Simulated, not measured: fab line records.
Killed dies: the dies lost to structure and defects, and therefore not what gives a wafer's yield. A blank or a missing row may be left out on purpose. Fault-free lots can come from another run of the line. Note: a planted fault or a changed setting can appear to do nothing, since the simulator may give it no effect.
Matching of chambers + flow nand-harc + NHARC_A_STAIRCASE_TRIM_220 on rie-diel-04: 4 sister chambers
The step chemistry O2, time 211.2 s. 4 wafers are shown with their chamber, then 9 later ones without.

## WAFERS WITH THEIR CHAMBER
| wafer  | chamber | showerhead-plenum-p-Torr (Torr) |
|--------|---------|---------------------------------|
| L080.2 | 3       | 3.45                            |
| L088.4 | 2       | 3.57                            |
| L088.5 | 1       | 3.71                            |
| L088.6 | 0       | 3.56                            |

## WAFERS WITHOUT THEIR CHAMBER
| wafer  | showerhead-plenum-p-Torr (Torr) |
|--------|---------------------------------|
| L090.1 | 3.56                            |
| L090.3 | 3.57                            |
| L090.6 | 3.57                            |
| L090.2 | 3.71                            |
| L090.4 | 3.43                            |
| L090.5 | 3.43                            |
| L094.2 | 3.70                            |
| L094.3 | 3.42                            |
| L094.4 | 3.56                            |

## WHICH CHAMBER EACH ONE RAN IN
| wafer  | from the rows above     | in truth |
|--------|-------------------------|----------|
| L090.1 | can't be placed: 0 or 2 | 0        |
| L090.3 | can't be placed: 2 or 0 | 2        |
| L090.6 | can't be placed: 2 or 0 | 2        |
| L090.2 | 1                       | 1        |
| L090.4 | 3                       | 3        |
| L090.5 | 3                       | 3        |
| L094.2 | 1                       | 1        |
| L094.3 | 3                       | 3        |
| L094.4 | can't be placed: 0 or 2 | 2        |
Placed correctly: 5 of 9. These rows do not allow placing 4 (true chamber among the candidates in 4). Placed wrongly: 0.
How it was worked out, from the rows above alone: a wafer's distance from a chamber is the root of the sum, over the readings, of the square of ((its reading less the chamber's mean) divided by the reading's scatter). If the next closest chamber is less than 2 further off than the closest, the wafer can't be placed; otherwise it belongs to the closest. Each chamber's mean is taken over the wafers shown for it. The scatter (one wafer shown for each chamber): square how far every hidden wafer sits from the nearest shown wafer, average those squares and take the square root.
